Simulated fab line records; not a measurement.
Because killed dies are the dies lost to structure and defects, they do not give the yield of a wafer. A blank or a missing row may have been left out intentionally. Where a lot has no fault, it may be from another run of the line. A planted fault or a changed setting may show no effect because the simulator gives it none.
8D (eight disciplines) problem report, filled in by code -- flow n5_finfet -- the parts of the form that need people (team, actions taken, sign-off) are left out

1. THE ISSUE
REXT_P at N5_BEOL_M4_RC_MEAS_101 reads a mean of 85 ohm.um on 3 wafers of 2 lots; wafers without a fault read 101 ohm.um with a standard deviation of 3.1. That is -5.1 standard deviations from the usual mean.
First observed at day 11 05:20: wafer L517.6, on prober-02. At this step, 30 wafers from 11 lots have a number in the record. By rule, "out" or "out of limits" means more than 4 standard deviations away from the usual mean. The rest of the wafers with a number are treated as sound.

2. WHAT IT IS; WHAT IT IS NOT
question,is,is not
which readings at this step,REXT_P,"DIBL_N, DIBL_P, IOFF_N, ION_N, SS_N, SS_P"
which lots,"L517, L519","L506, L507, L508, L509, L512, L522, L523, L525, L526"
which wafers of those lots,"L517.6, L519.2, L519.6",L517.5
read on which gauges,prober-02,prober-01
when,from day 11 05:20,"up to then (15 sound wafers); but 12 sound wafers of L522, L523, L525, L526 came after"

3. THE SUSPECTS, EACH WITH WHAT RULES IT OUT
Counting: a tool at a process step up to the reading stays a suspect if it ran every lot that is out. Sound lots after the first of them don't rule it out here, since some wafers of a struck lot are sound.
- the gauge at N5_BEOL_M4_RC_MEAS_101: kept. All the wafers that are out were read on prober-02, and no step on other tools shows them out.
- ald_sin-01 at N5_SD_EPI_N_LINER_46 (material SiNx, target thk 3 nm): kept. Every lot that is out went through it, the first being L517 (day 6 17:49); the last sound lot it ran before that was L509 (day 4 17:25).
- pecvd-03 at N5_BEOL_M4_DEP_57 (deposits SiCN from 3MS/NH3, target thk 8 nm, time 14 s): kept. It ran every lot that is out, first L517 (day 11 04:37).
- At N5_BEOL_M4_DEP_57 on pecvd-03, chamber 0 took the sound wafers of the same lots and chamber 1 took the wafers that are out.
Still standing after the count: ald_sin-01 at N5_SD_EPI_N_LINER_46, pecvd-03 at N5_BEOL_M4_DEP_57, prober-02 at N5_BEOL_M4_RC_MEAS_101.

4. THE CAUSE (what the simulator had put in)
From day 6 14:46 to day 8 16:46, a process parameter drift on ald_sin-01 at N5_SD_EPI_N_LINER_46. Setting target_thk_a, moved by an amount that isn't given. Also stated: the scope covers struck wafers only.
This tool is one of the 3 suspects left after counting.

5. THE EFFECT CHAIN, in route order
Each row: a reading whose mean over the struck wafers that have a number lies more than 3 standard deviations from the usual. Scope: only readings with a usual standard deviation given in the record; hours: median across lots of the time from each lot's start at the first step in this table that gives one to its start at this step; sigmas: change in usual standard deviations.
hours,step,reading,usual,on struck wafers,change,sigmas
0,N5_BEOL_M4_RC_MEAS_101,IOFF_P,0.24 nA/um,0.41,+0.17,+3.7
0,N5_BEOL_M4_RC_MEAS_101,IOFF_P_85C,4.0 nA/um,6.3,+2.3,+3.5
0,N5_BEOL_M4_RC_MEAS_101,IOFF_P_LIN,0.107 nA/um,0.174,+0.067,+4.2
0,N5_BEOL_M4_RC_MEAS_101,ION_P,464 uA/um,498,+34,+3.5
0,N5_BEOL_M4_RC_MEAS_101,REXT_P,101 ohm.um,85,-16,-5.1
0,N5_BEOL_M4_RC_MEAS_101,VT_P,-249 mV,-237,+12,+3.6
0,N5_BEOL_M4_RC_MEAS_101,VT_P_LVT,-98 mV,-84,+14,+4.6
113,N5_PASSIVATION_PROBE_49,sort_bin_4_leakage,0.01 %,0.70,+0.69,+14
Its process steps:
- N5_PASSIVATION_PROBE_49

6. WHAT WOULD HAVE CAUGHT IT SOONER
In this record the first reading out of limits at a measuring or inspecting step was taken at day 11 05:20, 111 hours after the fault began at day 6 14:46.
Tool readings at N5_SD_EPI_N_LINER_46 with a usual standard deviation given in the record: none out on any struck wafer, hence no alarm at a limit of 4 standard deviations on them.
The start of N5_SD_EPI_N_LINER_46 on ald_sin-01 came by day 11 05:20 for every one of the lots that are out (2). None of them would have been spared by holding the tool at that moment.
